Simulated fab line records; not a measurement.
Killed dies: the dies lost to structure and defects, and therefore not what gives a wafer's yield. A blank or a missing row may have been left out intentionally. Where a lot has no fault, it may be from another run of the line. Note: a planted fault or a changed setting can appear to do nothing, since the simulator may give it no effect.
Matching of chambers + flow n5Finfet + N5_BEOL_M2_ALD_98 on aldSin-04: 4 sister chambers
The step deposits SiO2, target thk 2.5 nm, pulse time 1 s, co reactant pulse time 1 s. 8 wafers are shown with their chamber, then 7 later ones without.

## WAFERS PAIRED WITH THEIR CHAMBERS
| wafer  | chamber | heaterPowerW (W) | precursorPulseHeightRel |
|--------|---------|------------------|-------------------------|
| L078.5 | 3       | 88               | 1.025                   |
| L080.2 | 0       | 63               | 1.020                   |
| L080.5 | 2       | 80               | 1.007                   |
| L081.1 | 3       | 86               | 1.010                   |
| L081.2 | 1       | 83               | 0.989                   |
| L081.3 | 0       | 63               | 0.996                   |
| L085.1 | 1       | 83               | 1.022                   |
| L085.2 | 2       | 78               | 0.982                   |

## WAFERS WITHOUT THEIR CHAMBER
| wafer  | heaterPowerW (W) | precursorPulseHeightRel |
|--------|------------------|-------------------------|
| L085.5 | 83               | 1.029                   |
| L093.1 | 77               | 0.956                   |
| L093.3 | 61               | 1.027                   |
| L093.5 | 83               | 1.023                   |
| L097.2 | 62               | 1.036                   |
| L097.3 | 86               | 1.008                   |
| L097.6 | 81               | 1.019                   |

## WHICH CHAMBER EACH WENT THROUGH
| wafer  | from the rows above     | in truth |
|--------|-------------------------|----------|
| L085.5 | 1                       | 1        |
| L093.1 | 2                       | 2        |
| L093.3 | 0                       | 0        |
| L093.5 | 1                       | 1        |
| L097.2 | 0                       | 0        |
| L097.3 | can't be placed: 3 or 1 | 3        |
| L097.6 | can't be placed: 1 or 2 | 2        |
Correct placement for 5 of the 7. These rows do not allow placing 2 (true chamber among the candidates in 2). 0 placed wrongly.
How it was worked out, from the rows above alone: a wafer's distance from a chamber is the root of the sum, over the readings, of the square of ((its reading less the chamber's mean) divided by the reading's scatter). The wafer belongs to the nearest chamber; if the next one is less than 2 further off, it can't be placed. A chamber's mean is the mean of its shown wafers. The scatter: the root of (the sum of the squares of (reading less its chamber's mean) over the shown wafers, divided by (wafers less chambers)).
